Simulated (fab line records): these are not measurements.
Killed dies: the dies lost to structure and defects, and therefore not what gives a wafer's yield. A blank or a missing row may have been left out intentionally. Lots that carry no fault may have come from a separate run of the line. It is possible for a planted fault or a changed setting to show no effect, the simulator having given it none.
fab line records / flow nand_harc
record lots=7 wafers=21 last_day=32
route steps=1302 shown A_STAIRCASE@761
lots that met no fault: taken from a fault-free run of the same line
start_h: the number of hours between the record's first day and the start of the first shown wafer of the lot / wait_h: hours from the lot's prior step to this one / " unchanged from the row above / L1.1+2: one row covering several wafers at once / - no value present, or no start provided / * or withheld: withheld / < > ~ a bound
route shown NAME@n: names a module that has steps shown in the file, with the first one's number in the route / usual: mean and standard deviation over wafers with no fault / same: alike in all rows / chamber/n: place in a boat / sites: readings site by site / _std_site: their standard deviation / _edge_site: outer sites' mean less inner sites' / radius_mm: for every site, how far away it sits from the centre of the wafer / mask NAME#n: copy n / behind: the last tool/chamber to shape the wafer / hold: what put the lot on hold/how long, in hours/how the hold closed / device: the transistor (n, p or np) that didn't switch / end of line: at the end of the route, the tests of the same wafers / where a step has no rows: the recipe by itself / killed: dies lost to structure and defects at the first sort, not the wafer's yield / map: shows each die of a wafer: x if killed, . if not, _ if none is there
set.NAME: the run value of the setting; set.NAME@STEP: its run value at that earlier step / model.NAME: the simulator's own value behind a step, which no gauge read
lots seen at some steps along the route; tables by step, rows by wafer
services: when a tool's chamber went out of use (start_h, in hours from the record's first day, below 0 if earlier), for how many hours, and the reason
## steps
# step NHARC_A_STAIRCASE_EXPOSE_247
# recipe na=0.5 dose_mj=25.34 mask_id=SDS_1
# step NHARC_A_STAIRCASE_PEB_248
# recipe peb_temp_c=115 peb_time_s=130
# step NHARC_A_STAIRCASE_DEVELOP_249
# recipe time_s=140
# step NHARC_A_STAIRCASE_HARDBAKE_251
# recipe temp_c=120 time_s=140
# step NHARC_A_STAIRCASE_DESCUM_252
# recipe time_s=3 o2_flow_sccm=200 ar_flow_sccm=0 bias_power_w=0 chemistry=O2
# usual drypump_motor_current_A=5.6/0.54 mfc_ar_sccm=0.011/0.015 oes_product_au=0.998/0.0078 rf_vpp_V=57.8/0.89 showerhead_plenum_p_Torr=1.89/0.078 throttle_valve_pct=11.311/0.0089
# same bias_power_w=0 time_s=3
lot.wafer=L929.4 tool=rie_diel-05 chamber=1 start_h=445.91 wait_h=- drypump_motor_current_A=5.4 mfc_ar_sccm=0 oes_product_au=0.992 rf_hours_counter_h=6 rf_vpp_V=57.3 showerhead_plenum_p_Torr=1.84 throttle_valve_pct=11.311
lot.wafer=L929.3 tool=rie_diel-05 chamber=2 start_h=445.91 wait_h=- drypump_motor_current_A=5.1 mfc_ar_sccm=0.008 oes_product_au=0.997 rf_hours_counter_h=6 rf_vpp_V=57.8 showerhead_plenum_p_Torr=1.85 throttle_valve_pct=11.322
lot.wafer=L929.6 tool=rie_diel-05 chamber=1 start_h=445.91 wait_h=- drypump_motor_current_A=5.4 mfc_ar_sccm=0 oes_product_au=0.987 rf_hours_counter_h=- rf_vpp_V=57.5 showerhead_plenum_p_Torr=1.84 throttle_valve_pct=11.299
lot.wafer=L931.4 tool=rie_diel-08 chamber=2 start_h=466.83 wait_h=- drypump_motor_current_A=5.6 mfc_ar_sccm=0 oes_product_au=1.006 rf_hours_counter_h=27 rf_vpp_V=58.9 showerhead_plenum_p_Torr=2.07 throttle_valve_pct=11.307
lot.wafer=L931.6 tool=rie_diel-08 chamber=0 start_h=466.83 wait_h=- drypump_motor_current_A=5.3 mfc_ar_sccm=0.001 oes_product_au=1.005 rf_hours_counter_h=- rf_vpp_V=58.3 showerhead_plenum_p_Torr=1.94 throttle_valve_pct=11.312
lot.wafer=L931.5 tool=rie_diel-08 chamber=1 start_h=466.83 wait_h=- drypump_motor_current_A=6.5 mfc_ar_sccm=0.038 oes_product_au=1.005 rf_hours_counter_h=- rf_vpp_V=58.5 showerhead_plenum_p_Torr=1.79 throttle_valve_pct=11.296
lot.wafer=L936.3 tool=rie_diel-08 chamber=0 start_h=509.08 wait_h=- drypump_motor_current_A=5.3 mfc_ar_sccm=0.001 oes_product_au=1.006 rf_hours_counter_h=36 rf_vpp_V=58.1 showerhead_plenum_p_Torr=1.94 throttle_valve_pct=11.310
lot.wafer=L936.4 tool=rie_diel-08 chamber=1 start_h=509.08 wait_h=- drypump_motor_current_A=6.6 mfc_ar_sccm=0.038 oes_product_au=0.999 rf_hours_counter_h=35 rf_vpp_V=58.1 showerhead_plenum_p_Torr=1.79 throttle_valve_pct=11.309
lot.wafer=L936.5 tool=rie_diel-08 chamber=1 start_h=509.08 wait_h=- drypump_motor_current_A=6.6 mfc_ar_sccm=0.038 oes_product_au=1.001 rf_hours_counter_h=- rf_vpp_V=57.3 showerhead_plenum_p_Torr=1.79 throttle_valve_pct=11.304
lot.wafer=L935.2 tool=rie_diel-08 chamber=0 start_h=509.73 wait_h=- drypump_motor_current_A=5.3 mfc_ar_sccm=0.001 oes_product_au=1.015 rf_hours_counter_h=36 rf_vpp_V=58.3 showerhead_plenum_p_Torr=1.94 throttle_valve_pct=11.311
lot.wafer=L935.1 tool=rie_diel-08 chamber=1 start_h=509.73 wait_h=- drypump_motor_current_A=6.5 mfc_ar_sccm=0.038 oes_product_au=0.999 rf_hours_counter_h=35 rf_vpp_V=57.6 showerhead_plenum_p_Torr=1.79 throttle_valve_pct=11.312
lot.wafer=L935.5 tool=rie_diel-08 chamber=3 start_h=509.73 wait_h=- drypump_motor_current_A=6.5 mfc_ar_sccm=0 oes_product_au=0.998 rf_hours_counter_h=- rf_vpp_V=56.9 showerhead_plenum_p_Torr=1.94 throttle_valve_pct=11.316
lot.wafer=L938.4 tool=rie_diel-05 chamber=1 start_h=524.53 wait_h=- drypump_motor_current_A=5.4 mfc_ar_sccm=0 oes_product_au=0.997 rf_hours_counter_h=39 rf_vpp_V=55.8 showerhead_plenum_p_Torr=1.82 throttle_valve_pct=11.303
lot.wafer=L938.2 tool=rie_diel-05 chamber=2 start_h=524.53 wait_h=- drypump_motor_current_A=5.0 mfc_ar_sccm=0.008 oes_product_au=0.992 rf_hours_counter_h=35 rf_vpp_V=57.1 showerhead_plenum_p_Torr=1.84 throttle_valve_pct=11.299
lot.wafer=L938.1 tool=rie_diel-05 chamber=3 start_h=524.53 wait_h=- drypump_motor_current_A=5.2 mfc_ar_sccm=0 oes_product_au=1.002 rf_hours_counter_h=35 rf_vpp_V=57.3 showerhead_plenum_p_Torr=1.89 throttle_valve_pct=11.308
lot.wafer=L937.2 tool=rie_diel-05 chamber=2 start_h=526.57 wait_h=- drypump_motor_current_A=5.1 mfc_ar_sccm=0.008 oes_product_au=0.999 rf_hours_counter_h=37 rf_vpp_V=59.1 showerhead_plenum_p_Torr=1.84 throttle_valve_pct=11.306
lot.wafer=L937.5 tool=rie_diel-05 chamber=0 start_h=526.57 wait_h=- drypump_motor_current_A=5.4 mfc_ar_sccm=0.007 oes_product_au=1.004 rf_hours_counter_h=- rf_vpp_V=59.1 showerhead_plenum_p_Torr=1.87 throttle_valve_pct=11.323
lot.wafer=L937.6 tool=rie_diel-05 chamber=1 start_h=526.57 wait_h=- drypump_motor_current_A=5.4 mfc_ar_sccm=0 oes_product_au=0.988 rf_hours_counter_h=- rf_vpp_V=57.7 showerhead_plenum_p_Torr=1.82 throttle_valve_pct=11.311
lot.wafer=L943.1 tool=rie_diel-08 chamber=1 start_h=580.43 wait_h=- drypump_motor_current_A=6.5 mfc_ar_sccm=0.038 oes_product_au=1.001 rf_hours_counter_h=8 rf_vpp_V=55.6 showerhead_plenum_p_Torr=1.78 throttle_valve_pct=11.297
lot.wafer=L943.3 tool=rie_diel-08 chamber=3 start_h=580.43 wait_h=- drypump_motor_current_A=6.4 mfc_ar_sccm=0 oes_product_au=0.992 rf_hours_counter_h=10 rf_vpp_V=59.6 showerhead_plenum_p_Torr=1.93 throttle_valve_pct=11.313
lot.wafer=L943.5 tool=rie_diel-08 chamber=1 start_h=580.43 wait_h=- drypump_motor_current_A=6.5 mfc_ar_sccm=0.038 oes_product_au=1.001 rf_hours_counter_h=- rf_vpp_V=57.2 showerhead_plenum_p_Torr=1.78 throttle_valve_pct=11.326
# step NHARC_A_STAIRCASE_ETCH_253
# recipe target_depth_a=500 time_s=20.2 ion_energy_ev=400 c4f8_flow_sccm=20 o2_flow_sccm=10 ar_flow_sccm=withheld rf_w=600 bias_w=1000 chemistry=C4F8/O2
# usual oes_product_au=0.957/0.016 rf_vpp_V=895/5.3
# same time_s=20.2
lot.wafer=L929.4 tool=rie_diel-05 chamber=2 start_h=445.99 wait_h=0.1 oes_product_au=0.963 rf_hours_counter_h=6 rf_vpp_V=892
lot.wafer=L929.3 tool=rie_diel-05 chamber=1 start_h=445.99 wait_h=0.1 oes_product_au=0.956 rf_hours_counter_h=6 rf_vpp_V=891
lot.wafer=L929.6 tool=rie_diel-05 chamber=3 start_h=445.99 wait_h=0.1 oes_product_au=0.972 rf_hours_counter_h=- rf_vpp_V=895
lot.wafer=L931.4 tool=rie_diel-08 chamber=0 start_h=466.90 wait_h=0.1 oes_product_au=0.941 rf_hours_counter_h=25 rf_vpp_V=898
lot.wafer=L931.5 tool=rie_diel-08 chamber=0 start_h=466.90 wait_h=0.1 oes_product_au=0.940 rf_hours_counter_h=- rf_vpp_V=897
lot.wafer=L931.6 tool=rie_diel-08 chamber=1 start_h=466.90 wait_h=0.1 oes_product_au=0.944 rf_hours_counter_h=- rf_vpp_V=889
lot.wafer=L936.3 tool=rie_diel-08 chamber=1 start_h=509.17 wait_h=0.1 oes_product_au=0.944 rf_hours_counter_h=35 rf_vpp_V=887
lot.wafer=L936.4 tool=rie_diel-08 chamber=3 start_h=509.17 wait_h=0.1 oes_product_au=0.965 rf_hours_counter_h=40 rf_vpp_V=897
lot.wafer=L936.5 tool=rie_diel-08 chamber=2 start_h=509.17 wait_h=0.1 oes_product_au=0.976 rf_hours_counter_h=- rf_vpp_V=906
lot.wafer=L935.2 tool=rie_diel-08 chamber=2 start_h=509.80 wait_h=0.1 oes_product_au=0.984 rf_hours_counter_h=39 rf_vpp_V=904
lot.wafer=L935.1 tool=rie_diel-08 chamber=1 start_h=509.80 wait_h=0.1 oes_product_au=0.984 rf_hours_counter_h=35 rf_vpp_V=888
lot.wafer=L935.5 tool=rie_diel-08 chamber=3 start_h=509.80 wait_h=0.1 oes_product_au=0.949 rf_hours_counter_h=- rf_vpp_V=897
lot.wafer=L938.1 tool=rie_diel-05 chamber=2 start_h=524.62 wait_h=0.1 oes_product_au=0.926 rf_hours_counter_h=35 rf_vpp_V=891
lot.wafer=L938.4 tool=rie_diel-05 chamber=3 start_h=524.62 wait_h=0.1 oes_product_au=0.956 rf_hours_counter_h=35 rf_vpp_V=893
lot.wafer=L938.2 tool=rie_diel-05 chamber=0 start_h=524.62 wait_h=0.1 oes_product_au=0.969 rf_hours_counter_h=39 rf_vpp_V=894
lot.wafer=L937.2 tool=rie_diel-05 chamber=2 start_h=526.64 wait_h=0.1 oes_product_au=0.984 rf_hours_counter_h=37 rf_vpp_V=891
lot.wafer=L937.6 tool=rie_diel-05 chamber=2 start_h=526.64 wait_h=0.1 oes_product_au=0.973 rf_hours_counter_h=- rf_vpp_V=890
lot.wafer=L937.5 tool=rie_diel-05 chamber=3 start_h=526.64 wait_h=0.1 oes_product_au=0.989 rf_hours_counter_h=- rf_vpp_V=896
lot.wafer=L943.1 tool=rie_diel-08 chamber=1 start_h=580.51 wait_h=0.1 oes_product_au=0.961 rf_hours_counter_h=8 rf_vpp_V=887
lot.wafer=L943.3 tool=rie_diel-08 chamber=2 start_h=580.51 wait_h=0.1 oes_product_au=0.973 rf_hours_counter_h=10 rf_vpp_V=904
lot.wafer=L943.5 tool=rie_diel-08 chamber=0 start_h=580.51 wait_h=0.1 oes_product_au=0.962 rf_hours_counter_h=- rf_vpp_V=897
# step NHARC_A_STAIRCASE_STRIP_254
# recipe power_w=1500 temp_c=250 chemistry=O2
# usual drypump_motor_current_A=5.75/0.16 heater_power_w=361/33
lot.wafer=L929.4 tool=plasma_asher-02 chamber=0 start_h=446.18 wait_h=- drypump_motor_current_A=5.72 heater_power_w=343 rf_hours_counter_h=-
lot.wafer=L929.3 tool=plasma_asher-02 chamber=1 start_h=446.18 wait_h=- drypump_motor_current_A=5.60 heater_power_w=398 rf_hours_counter_h=-
lot.wafer=L929.6 tool=plasma_asher-02 chamber=0 start_h=446.18 wait_h=- drypump_motor_current_A=5.71 heater_power_w=337 rf_hours_counter_h=-
lot.wafer=L931.4 tool=plasma_asher-01 chamber=1 start_h=467.13 wait_h=- drypump_motor_current_A=6.06 heater_power_w=410 rf_hours_counter_h=-
lot.wafer=L931.5 tool=plasma_asher-01 chamber=0 start_h=467.13 wait_h=- drypump_motor_current_A=5.74 heater_power_w=330 rf_hours_counter_h=-
lot.wafer=L931.6 tool=plasma_asher-01 chamber=1 start_h=467.13 wait_h=- drypump_motor_current_A=6.05 heater_power_w=400 rf_hours_counter_h=-
lot.wafer=L936.4 tool=plasma_asher-01 chamber=0 start_h=509.35 wait_h=- drypump_motor_current_A=5.74 heater_power_w=334 rf_hours_counter_h=-
lot.wafer=L936.3 tool=plasma_asher-01 chamber=1 start_h=509.35 wait_h=- drypump_motor_current_A=6.05 heater_power_w=410 rf_hours_counter_h=-
lot.wafer=L936.5 tool=plasma_asher-01 chamber=0 start_h=509.35 wait_h=- drypump_motor_current_A=5.73 heater_power_w=330 rf_hours_counter_h=-
lot.wafer=L935.1 tool=plasma_asher-02 chamber=1 start_h=509.89 wait_h=- drypump_motor_current_A=5.60 heater_power_w=395 rf_hours_counter_h=15
lot.wafer=L935.2 tool=plasma_asher-02 chamber=0 start_h=509.89 wait_h=- drypump_motor_current_A=5.71 heater_power_w=318 rf_hours_counter_h=15
lot.wafer=L935.5 tool=plasma_asher-02 chamber=0 start_h=509.89 wait_h=- drypump_motor_current_A=5.71 heater_power_w=325 rf_hours_counter_h=-
lot.wafer=L938.1 tool=plasma_asher-02 chamber=0 start_h=524.71 wait_h=- drypump_motor_current_A=5.75 heater_power_w=324 rf_hours_counter_h=20
lot.wafer=L938.2 tool=plasma_asher-02 chamber=1 start_h=524.71 wait_h=- drypump_motor_current_A=5.64 heater_power_w=383 rf_hours_counter_h=20
lot.wafer=L938.4 tool=plasma_asher-02 chamber=1 start_h=524.71 wait_h=- drypump_motor_current_A=5.60 heater_power_w=374 rf_hours_counter_h=-
lot.wafer=L937.2 tool=plasma_asher-02 chamber=1 start_h=526.72 wait_h=- drypump_motor_current_A=5.61 heater_power_w=381 rf_hours_counter_h=21
lot.wafer=L937.6 tool=plasma_asher-02 chamber=1 start_h=526.72 wait_h=- drypump_motor_current_A=5.62 heater_power_w=379 rf_hours_counter_h=-
lot.wafer=L937.5 tool=plasma_asher-02 chamber=0 start_h=526.72 wait_h=- drypump_motor_current_A=5.73 heater_power_w=331 rf_hours_counter_h=-
lot.wafer=L943.1 tool=plasma_asher-02 chamber=0 start_h=580.64 wait_h=- drypump_motor_current_A=5.74 heater_power_w=333 rf_hours_counter_h=32
lot.wafer=L943.3 tool=plasma_asher-02 chamber=1 start_h=580.64 wait_h=- drypump_motor_current_A=5.60 heater_power_w=376 rf_hours_counter_h=-
lot.wafer=L943.5 tool=plasma_asher-02 chamber=0 start_h=580.64 wait_h=- drypump_motor_current_A=5.73 heater_power_w=329 rf_hours_counter_h=-
# step NHARC_A_STAIRCASE_STRIP_255
# recipe time_s=900 temp_c=130 chemistry=SPM
# step NHARC_A_STAIRCASE_PRECLEAN_256
# recipe time_s=* temp_c=50 bath_age_min=0 chemistry=SC1
# step NHARC_A_STAIRCASE_SRD_257
# step NHARC_A_STAIRCASE_HM_DEP_456
# recipe target_thk_a=31000 temp_c=400 material=aC
# usual throttle_valve_pct=35.000/0.0088
lot.wafer=L929.3 tool=acl_dep-02 chamber=0 start_h=448.88 wait_h=- throttle_valve_pct=34.985
lot.wafer=L929.4 tool=acl_dep-02 chamber=0 start_h=448.88 wait_h=- throttle_valve_pct=35.008
lot.wafer=L929.6 tool=acl_dep-02 chamber=0 start_h=448.88 wait_h=- throttle_valve_pct=34.988
lot.wafer=L931.4 tool=acl_dep-03 chamber=0 start_h=470.82 wait_h=- throttle_valve_pct=34.998
lot.wafer=L931.5 tool=acl_dep-03 chamber=0 start_h=470.82 wait_h=- throttle_valve_pct=35.002
lot.wafer=L931.6 tool=acl_dep-03 chamber=0 start_h=470.82 wait_h=- throttle_valve_pct=35.005
lot.wafer=L936.3 tool=acl_dep-02 chamber=0 start_h=511.55 wait_h=- throttle_valve_pct=35.010
lot.wafer=L936.4 tool=acl_dep-02 chamber=0 start_h=511.55 wait_h=- throttle_valve_pct=35.009
lot.wafer=L936.5 tool=acl_dep-02 chamber=0 start_h=511.55 wait_h=- throttle_valve_pct=34.984
lot.wafer=L935.1 tool=acl_dep-03 chamber=0 start_h=511.94 wait_h=- throttle_valve_pct=34.992
lot.wafer=L935.2 tool=acl_dep-03 chamber=0 start_h=511.94 wait_h=- throttle_valve_pct=35.005
lot.wafer=L935.5 tool=acl_dep-03 chamber=0 start_h=511.94 wait_h=- throttle_valve_pct=34.998
lot.wafer=L938.1 tool=acl_dep-02 chamber=0 start_h=526.02 wait_h=- throttle_valve_pct=34.999
lot.wafer=L938.2 tool=acl_dep-02 chamber=0 start_h=526.02 wait_h=- throttle_valve_pct=35.007
lot.wafer=L938.4 tool=acl_dep-02 chamber=0 start_h=526.02 wait_h=- throttle_valve_pct=35.012
lot.wafer=L937.2 tool=acl_dep-03 chamber=0 start_h=527.84 wait_h=- throttle_valve_pct=35.008
lot.wafer=L937.5 tool=acl_dep-03 chamber=0 start_h=527.84 wait_h=- throttle_valve_pct=34.988
lot.wafer=L937.6 tool=acl_dep-03 chamber=0 start_h=527.84 wait_h=- throttle_valve_pct=34.993
lot.wafer=L943.1 tool=acl_dep-03 chamber=0 start_h=581.43 wait_h=- throttle_valve_pct=34.988
lot.wafer=L943.3 tool=acl_dep-03 chamber=0 start_h=581.43 wait_h=- throttle_valve_pct=34.999
lot.wafer=L943.5 tool=acl_dep-03 chamber=0 start_h=581.43 wait_h=- throttle_valve_pct=35.008
# step NHARC_A_STAIRCASE_DEP_259
# recipe target_thk_a=300 target_thk_nm=30 temp_c=400 pressure_torr=3.5 flow_sccm=200 rf_w=350 material=SiON
# usual chamber_pressure_Torr=3.500/0.0077 heater_power_w=767/88 rf_fwd_power_W=348.8/1.1 showerhead_vpp_V=1170/44
lot.wafer=L929.3 tool=pecvd-04 chamber=1 start_h=450.16 wait_h=1.0 chamber_pressure_Torr=3.496 heater_power_w=797 rf_fwd_power_W=348.9 showerhead_vpp_V=1183
lot.wafer=L929.6 tool=pecvd-04 chamber=1 start_h=450.16 wait_h=1.0 chamber_pressure_Torr=3.503 heater_power_w=778 rf_fwd_power_W=349.3 showerhead_vpp_V=1194
lot.wafer=L929.4 tool=pecvd-04 chamber=2 start_h=450.16 wait_h=1.0 chamber_pressure_Torr=3.494 heater_power_w=684 rf_fwd_power_W=349.0 showerhead_vpp_V=1207
lot.wafer=L931.6 tool=pecvd-02 chamber=1 start_h=471.85 wait_h=0.1 chamber_pressure_Torr=3.499 heater_power_w=767 rf_fwd_power_W=348.8 showerhead_vpp_V=1263
lot.wafer=L931.4 tool=pecvd-02 chamber=2 start_h=471.85 wait_h=0.1 chamber_pressure_Torr=3.513 heater_power_w=914 rf_fwd_power_W=350.6 showerhead_vpp_V=1217
lot.wafer=L931.5 tool=pecvd-02 chamber=0 start_h=471.85 wait_h=0.1 chamber_pressure_Torr=3.502 heater_power_w=632 rf_fwd_power_W=349.2 showerhead_vpp_V=1130
lot.wafer=L936.3 tool=pecvd-02 chamber=1 start_h=512.87 wait_h=1.0 chamber_pressure_Torr=3.507 heater_power_w=815 rf_fwd_power_W=347.9 showerhead_vpp_V=1264
lot.wafer=L936.5 tool=pecvd-02 chamber=0 start_h=512.87 wait_h=1.0 chamber_pressure_Torr=3.510 heater_power_w=640 rf_fwd_power_W=488.4 showerhead_vpp_V=1333
lot.wafer=L936.4 tool=pecvd-02 chamber=1 start_h=512.87 wait_h=1.0 chamber_pressure_Torr=3.500 heater_power_w=830 rf_fwd_power_W=349.7 showerhead_vpp_V=1262
lot.wafer=L935.2 tool=pecvd-02 chamber=0 start_h=513.79 wait_h=1.2 chamber_pressure_Torr=3.505 heater_power_w=632 rf_fwd_power_W=488.1 showerhead_vpp_V=1341
lot.wafer=L935.1 tool=pecvd-02 chamber=2 start_h=513.79 wait_h=1.2 chamber_pressure_Torr=3.500 heater_power_w=823 rf_fwd_power_W=350.1 showerhead_vpp_V=1198
lot.wafer=L935.5 tool=pecvd-02 chamber=0 start_h=513.79 wait_h=1.2 chamber_pressure_Torr=3.503 heater_power_w=637 rf_fwd_power_W=488.0 showerhead_vpp_V=1340
lot.wafer=L938.2 tool=pecvd-02 chamber=1 start_h=527.89 wait_h=1.3 chamber_pressure_Torr=3.514 heater_power_w=714 rf_fwd_power_W=348.7 showerhead_vpp_V=1286
lot.wafer=L938.1 tool=pecvd-02 chamber=0 start_h=527.89 wait_h=1.3 chamber_pressure_Torr=3.492 heater_power_w=634 rf_fwd_power_W=489.1 showerhead_vpp_V=1313
lot.wafer=L938.4 tool=pecvd-02 chamber=0 start_h=527.89 wait_h=1.3 chamber_pressure_Torr=3.487 heater_power_w=631 rf_fwd_power_W=489.2 showerhead_vpp_V=1311
lot.wafer=L937.2 tool=pecvd-04 chamber=1 start_h=529.39 wait_h=1.2 chamber_pressure_Torr=3.502 heater_power_w=794 rf_fwd_power_W=350.0 showerhead_vpp_V=1182
lot.wafer=L937.6 tool=pecvd-04 chamber=2 start_h=529.39 wait_h=1.2 chamber_pressure_Torr=3.495 heater_power_w=779 rf_fwd_power_W=349.5 showerhead_vpp_V=1181
lot.wafer=L937.5 tool=pecvd-04 chamber=0 start_h=529.39 wait_h=1.2 chamber_pressure_Torr=3.490 heater_power_w=856 rf_fwd_power_W=347.5 showerhead_vpp_V=1115
lot.wafer=L943.3 tool=pecvd-04 chamber=0 start_h=583.28 wait_h=0.9 chamber_pressure_Torr=3.491 heater_power_w=746 rf_fwd_power_W=348.6 showerhead_vpp_V=1112
lot.wafer=L943.1 tool=pecvd-04 chamber=2 start_h=583.28 wait_h=0.9 chamber_pressure_Torr=3.501 heater_power_w=770 rf_fwd_power_W=347.3 showerhead_vpp_V=1201
lot.wafer=L943.5 tool=pecvd-04 chamber=1 start_h=583.28 wait_h=0.9 chamber_pressure_Torr=3.504 heater_power_w=790 rf_fwd_power_W=348.1 showerhead_vpp_V=1173
# step NHARC_A_STAIRCASE_DEHYDRATE_260
# recipe temp_c=150 time_s=120
## services
tool=acl_dep-02 chamber=- start_h=425.08 hours=13.0 kind=pm
tool=rie_diel-08 chamber=0 start_h=425.85 hours=- kind=clean
tool=rie_diel-08 chamber=1 start_h=425.85 hours=- kind=clean
tool=rie_diel-08 chamber=2 start_h=425.85 hours=- kind=clean
tool=rie_diel-08 chamber=3 start_h=425.85 hours=- kind=clean
tool=plasma_asher-02 chamber=- start_h=427.07 hours=9.0 kind=pm
tool=rie_diel-08 chamber=0 start_h=450.35 hours=- kind=clean
tool=rie_diel-08 chamber=1 start_h=450.35 hours=- kind=clean
tool=rie_diel-08 chamber=2 start_h=450.35 hours=- kind=clean
tool=rie_diel-08 chamber=3 start_h=450.35 hours=- kind=clean
tool=pecvd-04 chamber=- start_h=450.49 hours=13.0 kind=pm
tool=rie_diel-08 chamber=0 start_h=474.89 hours=- kind=clean
tool=rie_diel-08 chamber=1 start_h=474.89 hours=- kind=clean
tool=rie_diel-08 chamber=2 start_h=474.89 hours=- kind=clean
tool=rie_diel-08 chamber=3 start_h=474.89 hours=- kind=clean
tool=acl_dep-03 chamber=- start_h=481.48 hours=13.0 kind=pm
tool=rie_diel-08 chamber=0 start_h=499.39 hours=- kind=clean
tool=rie_diel-08 chamber=1 start_h=499.39 hours=- kind=clean
tool=rie_diel-08 chamber=2 start_h=499.39 hours=- kind=clean
tool=rie_diel-08 chamber=3 start_h=499.39 hours=- kind=clean
tool=plasma_asher-01 chamber=- start_h=519.58 hours=9.0 kind=pm
tool=pecvd-02 chamber=2 start_h=523.95 hours=18.8 kind=repair
tool=rie_diel-08 chamber=- start_h=544.82 hours=9.0 kind=pm
tool=pecvd-04 chamber=- start_h=578.11 hours=1.8 kind=repair
## key
first_sign step=NHARC_A_STAIRCASE_DEP_259 reading=rf_fwd_power_W direction=up sigmas=99+ usual=* struck=*
effect step=NHARC_A_STAIRCASE_DEP_259 reading=showerhead_vpp_V direction=up sigmas=3.5 usual=1170 struck=1328
met_at NHARC_A_STAIRCASE_DEP_259
struck_wafers L935.2,L935.5,L936.5,L938.1,L938.4
later_rows_left_out L935.2,L935.5,L936.5,L938.1,L938.4
sort_left_out L935.2,L935.5,L936.5,L938.1,L938.4
tester_left_out L935,L936,L938
onset_between 471.85 512.87
fault kind=process_parameter_drift tool=pecvd-02 chamber=0 onset_h=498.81 steps=NHARC_A_STAIRCASE_DEP_259 channel=rf_w offset=* shape=step end_h=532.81 acts_in=* stated=*
# tester_left_out: of these lots the tester's yield and bins aren't shown, on N5 and GAA mostly nor the transistor test; their killed dies are dies lost to structure and defects alone, not to doping, threshold or leakage, so they don't give the yield
# sort_left_out: the simulated sort isn't trusted on such a fault, so these wafers' sort isn't shown, and their yield isn't known
# later_rows_left_out: the simulator's readings of these wafers behind a module that went badly wrong aren't trusted and aren't shown, but for the sort
